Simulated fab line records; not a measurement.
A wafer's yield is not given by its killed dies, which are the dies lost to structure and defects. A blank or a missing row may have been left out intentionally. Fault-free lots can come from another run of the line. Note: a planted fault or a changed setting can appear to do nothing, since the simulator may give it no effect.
What tool caused it?    flow n5_finfet    9 lots, 27 wafers sampled, at 3 steps of a route of 1938

## WHAT THE GAUGES SHOWED, per wafer
N5_BEOL_M0_SAQP_OVL_MEAS_41.
lot   measured      on          M0_CUT1_OVL (nm)
L864  day 6 11:01   overlay-02  -1.4 -0.5 -0.5
L867  day 7 05:37   overlay-01  -0.3 0.2 -0.9
L869  day 7 22:40   overlay-01  -1.0 -0.2 -0.9
L871  day 8 10:13   overlay-02  0.0 -0.5 -0.1
L874  day 9 06:04   overlay-01  12.7 12.9 12.3
L876  day 9 13:34   overlay-02  11.9 12.8 12.3
L877  day 9 19:36   overlay-01  -2.1 -1.6 -0.5
L878  day 9 22:22   overlay-01  -0.1 0.0 -1.0
L879  day 10 06:59  overlay-02  -0.3 -0.4 0.1

## EACH LOT AND THE TOOL THAT RAN IT (in order: tool; ch and the chambers of the sampled wafers; start)
lot   N5_BEOL_M0_SAQP_ETCH_102          N5_BEOL_M0_SAQP_EXPOSE_37
L864  rie_si-03 ch 0,3, day 6 08:20     euv_scanner-01 ch 0, day 6 10:52
L867  rie_si-06 ch 1,2,3, day 7 03:40   euv_scanner-01 ch 0, day 7 05:27
L869  rie_si-02 ch 0,1,2, day 7 20:42   euv_scanner-01 ch 0, day 7 22:30
L871  rie_si-02 ch 0,1, day 8 07:02     euv_scanner-01 ch 0, day 8 10:02
L874  rie_si-02 ch 1,2, day 9 03:11     euv_scanner-01 ch 0, day 9 05:54
L876  rie_si-03 ch 1,2,3, day 9 11:15   euv_scanner-01 ch 0, day 9 13:24
L877  rie_si-03 ch 1,2,3, day 9 17:29   euv_scanner-02 ch 0, day 9 19:26
L878  rie_si-02 ch 1,2,3, day 9 20:25   euv_scanner-02 ch 0, day 9 22:13
L879  rie_si-02 ch 1,2,3, day 10 04:53  euv_scanner-02 ch 0, day 10 06:49
- N5_BEOL_M0_SAQP_ETCH_102: etches SiO2 in CF4, target depth 4 nm, time 4.4 s.
- N5_BEOL_M0_SAQP_EXPOSE_37: exposes mask M0 CUT1, target cd 30 nm.

## THE ANSWER, worked out from the rows above alone
Rule: the lots themselves supply what counts as usual. Put in order of their means at a reading, lots are off if they are a third of the lots or fewer, leave a main group of 4 or more, and stand apart from it by a gap of 3 or more times the standard deviation of the main group's means; of several such gaps the widest counts. The tables above print the reading to a certain number of digits; a main group whose means all agree to those digits is not used. A lot without any number at a reading at which 4 lots or more have one is off too. Any other lot the step has rows for is counted as sound.
Off: L874, L876, seen at N5_BEOL_M0_SAQP_OVL_MEAS_41 (M0_CUT1_OVL). Mean -0.6 nm and standard deviation 0.4 in the main group.
If a tool, at a process step before that reading, ran all the lots that are off and no sound lot after the first of them, it fits. Those tools and the gauges at N5_BEOL_M0_SAQP_OVL_MEAS_41 are tried in the same way. One fits: N5_BEOL_M0_SAQP_EXPOSE_37 on euv_scanner-01. Its last sound lot is L871 (day 8 10:02), its first lot that is off L874 (day 9 05:54): a fault that began between those two fits.

## WHAT THE SIMULATOR HAD INSERTED
Scanner matching overlay: euv_scanner-01, from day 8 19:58 on, at N5_BEOL_M0_SAQP_EXPOSE_37. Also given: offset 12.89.
Shown lots that were struck: L874, L876. Same finding as the rule above.
